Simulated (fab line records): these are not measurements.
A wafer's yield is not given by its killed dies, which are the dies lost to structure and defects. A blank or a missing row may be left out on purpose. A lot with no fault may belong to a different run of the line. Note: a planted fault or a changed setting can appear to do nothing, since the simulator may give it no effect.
3 desks looking at one fault :: flow n5 finfet :: only its own numbers are on each desk; what lay behind them is given at the end

## THE DEFECT DESK
Lot by lot, what the route's inspections counted, given as the mean of those sampled wafers with a number. Any lot whose mean is over 4 standard deviations away from the usual mean is out of limits and marked OUT; that distance is given in the brackets.
Columns: A = raw defect count at N5_BEOL_M6_INSPECT_30, usual 422
lot: L918
first seen here: day 8 16:11
A: 467

lot: L920
first seen here: day 9 03:47
A: 409

lot: L922
first seen here: day 9 15:41
A: 587

lot: L921
first seen here: day 9 17:08
A: 412

lot: L925
first seen here: day 11 01:08
A: 430

lot: L926
first seen here: day 11 02:40
A: 409

lot: L927
first seen here: day 11 07:42
A: 506

lot: L928
first seen here: day 11 09:28
A: 351

lot: L929
first seen here: day 12 03:13
A: 403

lot: L931
first seen here: day 12 08:49
A: 367

lot: L932
first seen here: day 13 04:50
A: 290

lot: L937
first seen here: day 13 16:55
A: 375

lot: L939
first seen here: day 14 22:05
A: 416
This desk found nothing out of limits on any of the 13 lots.

## AT THE METROLOGY DESK
What the gauges read, lot by lot, whatever tool the lot ran on: means of the sampled wafers that have a number. Any lot whose mean is over 4 standard deviations away from the usual mean is out of limits and marked OUT; that distance is given in the brackets.
Columns: A = cd nm at N5_BEOL_M7_CD_MEAS_11, usual 38.5 nm
lot: L918
first seen here: day 9 00:13
A: 38.7

lot: L920
first seen here: day 9 08:53
A: 38.3

lot: L922
first seen here: day 9 22:22
A: 39.4

lot: L921
first seen here: day 9 23:20
A: 39.1

lot: L925
first seen here: day 11 07:34
A: 39.1

lot: L926
first seen here: day 11 08:13
A: 38.6

lot: L927
first seen here: day 11 13:13
A: 37.6

lot: L928
first seen here: day 11 14:07
A: 38.4

lot: L929
first seen here: day 12 08:35
A: 38.6

lot: L931
first seen here: day 12 15:05
A: 38.3

lot: L932
first seen here: day 13 11:58
A: 38.5

lot: L937
first seen here: day 14 00:19
A: 38.7

lot: L939
first seen here: day 15 05:06
A: 38.2
This desk found nothing out of limits on any of the 13 lots.

## AT THE TOOL OWNER'S DESK: pecvd-02
The tool's own readings at N5_BEOL_M7_ILD_DEP_00 (deposits SiCOH lowk from DEMS/porogen, target thk 179.75 nm, time 33.4 s): means of the sampled wafers that have a number, for each lot that ran on this tool. Any lot whose mean is over 4 standard deviations away from the usual mean is out of limits and marked OUT; that distance is given in the brackets.
Columns: A = heater power outer w at N5_BEOL_M7_ILD_DEP_00, usual 138 W; B = heater power w at N5_BEOL_M7_ILD_DEP_00, usual 299 W; C = showerhead plenum p Torr at N5_BEOL_M7_ILD_DEP_00, usual 5.736 Torr; D = susceptor temp C at N5_BEOL_M7_ILD_DEP_00, usual 300.00 C; E = throttle valve pct at N5_BEOL_M7_ILD_DEP_00, usual 13.7 %
lot: L918
first seen here: day 8 21:26
A: 134
B: 301
C: 5.739
D: 300.05
E: 14.2

lot: L920
first seen here: day 9 07:41
A: 124
B: 281
C: 5.731
D: 300.09
E: 14.0

lot: L921
first seen here: day 9 21:58
A: 143
B: 313
C: 5.736
D: 299.90
E: 14.0

lot: L925
first seen here: day 11 05:20
A: 144
B: 312
C: 5.747
D: 295.01 (-28) OUT
E: 14.1

lot: L927
first seen here: day 11 11:47
A: 115
B: 275
C: 5.734
D: 295.04 (-28) OUT
E: 14.2
Finding of this desk: L925, L927 out of limits; the first was L925 at day 11 05:20, on susceptor temp C at N5_BEOL_M7_ILD_DEP_00. L918, L920, L921: within limits.

## TAKEN TOGETHER
The tool owner's desk could have raised an alarm at day 11 05:20, on L925, L927.
Nothing out of limits was seen by the defect desk.
From the metrology desk's view, nothing was out of limits.
The defect desk has L925, L927 on record, within its limits.
The metrology desk holds a record of L925, L927, inside its limits.
The lots listed all ran N5_BEOL_M7_ILD_DEP_00 on pecvd-02.

## WHAT THE SIMULATOR HAD INSERTED
Drift in process parameters on pecvd-02 at N5_BEOL_M7_ILD_DEP_00, starting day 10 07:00. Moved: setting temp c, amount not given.
Shown lots that were struck: L925, L927.
Time in hours from fault onset to the first out-of-limits reading at each desk: the tool owner's desk, 22.
